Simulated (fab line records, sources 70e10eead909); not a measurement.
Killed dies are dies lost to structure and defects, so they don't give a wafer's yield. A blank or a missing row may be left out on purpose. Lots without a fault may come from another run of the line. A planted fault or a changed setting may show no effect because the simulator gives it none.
Chamber matching | flow nand_harc | NHARC_A_ZERO_WELL_DESCUM_12 on rie_diel-06: 4 sister chambers
The step chemistry O2, time 3 s. 8 wafers are shown with their chamber, then 7 later ones without.

WAFERS WITH THEIR CHAMBER
wafer  | chamber | drypump_motor_current_A (A) | showerhead_plenum_p_Torr (Torr)
L081.2 | 3       | 5.9                         | 1.90
L081.3 | 0       | 6.1                         | 1.84
L081.6 | 2       | 5.8                         | 1.85
L084.1 | 0       | 6.1                         | 1.84
L084.5 | 3       | 5.9                         | 1.90
L084.6 | 2       | 5.9                         | 1.84
L085.3 | 1       | 4.8                         | 1.88
L085.5 | 1       | 4.9                         | 1.88

WAFERS WITHOUT THEIR CHAMBER
wafer  | drypump_motor_current_A (A) | showerhead_plenum_p_Torr (Torr)
L085.6 | 5.8                         | 1.84
L089.2 | 5.9                         | 1.90
L089.3 | 4.9                         | 1.87
L089.5 | 5.9                         | 1.90
L095.3 | 6.1                         | 1.83
L095.5 | 6.1                         | 1.83
L095.6 | 5.9                         | 1.90

WHICH CHAMBER EACH WENT THROUGH
wafer  | from the rows above | in truth
L085.6 | 2                   | 2
L089.2 | 3                   | 3
L089.3 | 1                   | 1
L089.5 | 3                   | 3
L095.3 | 0                   | 0
L095.5 | 0                   | 0
L095.6 | 3                   | 3
Placed correctly: 7 of 7. Can't be placed from these rows: 0. Placed wrongly: 0.
How it was worked out, from the rows above alone: a wafer's distance from a chamber is the root of the sum, over the readings, of the square of ((its reading less the chamber's mean) divided by the reading's scatter). The wafer belongs to the nearest chamber; if the next one is less than 2 further off, it can't be placed. A chamber's mean is the mean of its shown wafers. The scatter: the root of (the sum of the squares of (reading less its chamber's mean) over the shown wafers, divided by (wafers less chambers)).
